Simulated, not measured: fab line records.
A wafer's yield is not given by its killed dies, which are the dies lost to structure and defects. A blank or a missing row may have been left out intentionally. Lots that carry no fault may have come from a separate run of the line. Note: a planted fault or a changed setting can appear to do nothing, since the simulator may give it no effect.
2 desks looking at one fault -- flow n5-finfet -- what lay behind the numbers comes last; until then each desk has only its own

## THE DEFECT DESK
For each lot, the counts of the inspections along the route, averaged over the sampled wafers that have a number. If a lot's mean is further than 4 standard deviations from the usual mean, the lot is out of limits and carries the mark OUT (the distance appears in the brackets).
Columns: A = raw-defect-count at N5_BEOL_M12_INSPECT_12, usual 2.0
lot,first seen here,A
L149,day 11 07:28,2.7
L165,day 15 02:11,2.0
L162,day 15 12:40,3.3
L166,day 15 17:58,1.3
L169,day 15 19:55,1.0
L168,day 16 08:15,1.3
L167,day 17 00:22,1.3
L171,day 17 20:50,2.3
This desk found nothing out of limits on any of the 8 lots.

## THE METROLOGY DESK
Means of the sampled wafers that have a number, per lot and without regard to the tool the lot ran on: this is what the gauges read. If a lot's mean is further than 4 standard deviations from the usual mean, the lot is out of limits and carries the mark OUT (the distance appears in the brackets). Of its 12 readings 7 are shown: the one that was out of limits first, and those that lie furthest out on some lot.
Columns: A = DIBL_N at N5_BEOL_M4_RC_MEAS_101, usual 36.2 mV/V; B = IOFF_P at N5_BEOL_M4_RC_MEAS_101, usual 0.22 nA/um; C = ION_N at N5_BEOL_M4_RC_MEAS_101, usual 672 uA/um; D = ION_P at N5_BEOL_M4_RC_MEAS_101, usual 463 uA/um; E = VT_P at N5_BEOL_M4_RC_MEAS_101, usual -250 mV; F = cd-nm at N5_BEOL_M12_CD_MEAS_10, usual 140.5 nm; G = cd-nm at N5_BEOL_M12_CD_MEAS_17, usual 140.7 nm
lot,first seen here,A,B,C,D,E,F,G
L149,day 8 07:29,35.1,0.22,670,470,-248,125.6 (-9.9) OUT,126.3 (-8.0) OUT
L165,day 12 09:08,35.5,0.20,669,463,-251,140.8,140.6
L162,day 12 14:43,34.7,0.17,664,453,-256,139.9,141.5
L166,day 12 22:08,34.9,0.23,675,467,-246,141.4,141.4
L169,day 13 06:59,35.6,0.20,665,458,-249,138.5,138.4
L168,day 13 17:14,38.8,0.22,660,460,-249,140.2,140.6
L167,day 14 05:20,35.6,0.18,673,454,-252,142.5,141.8
L171,day 15 03:51,36.6,0.22,678,468,-248,137.5,137.3
Finding of this desk: L149 out of limits; the first was L149 at day 11 07:24, on cd-nm at N5_BEOL_M12_CD_MEAS_10. L165, L162, L166, L169, L168, L167, L171 stayed within limits.

## ALL TOGETHER
Metrology desk: alarm possible at day 11 07:24 on L149.
Nothing out of limits was seen by the defect desk.
The defect desk has L149 on record, within its limits.
All the named lots went through N5_BEOL_M12_EXPOSE_07 on krf-scanner-01.

## WHAT THE SIMULATOR HAD INSERTED
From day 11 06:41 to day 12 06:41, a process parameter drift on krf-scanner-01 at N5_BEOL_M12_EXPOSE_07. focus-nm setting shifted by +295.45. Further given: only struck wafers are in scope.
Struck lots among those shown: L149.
Hours from the fault's start to each desk's first reading out of limits: the metrology desk, 1.
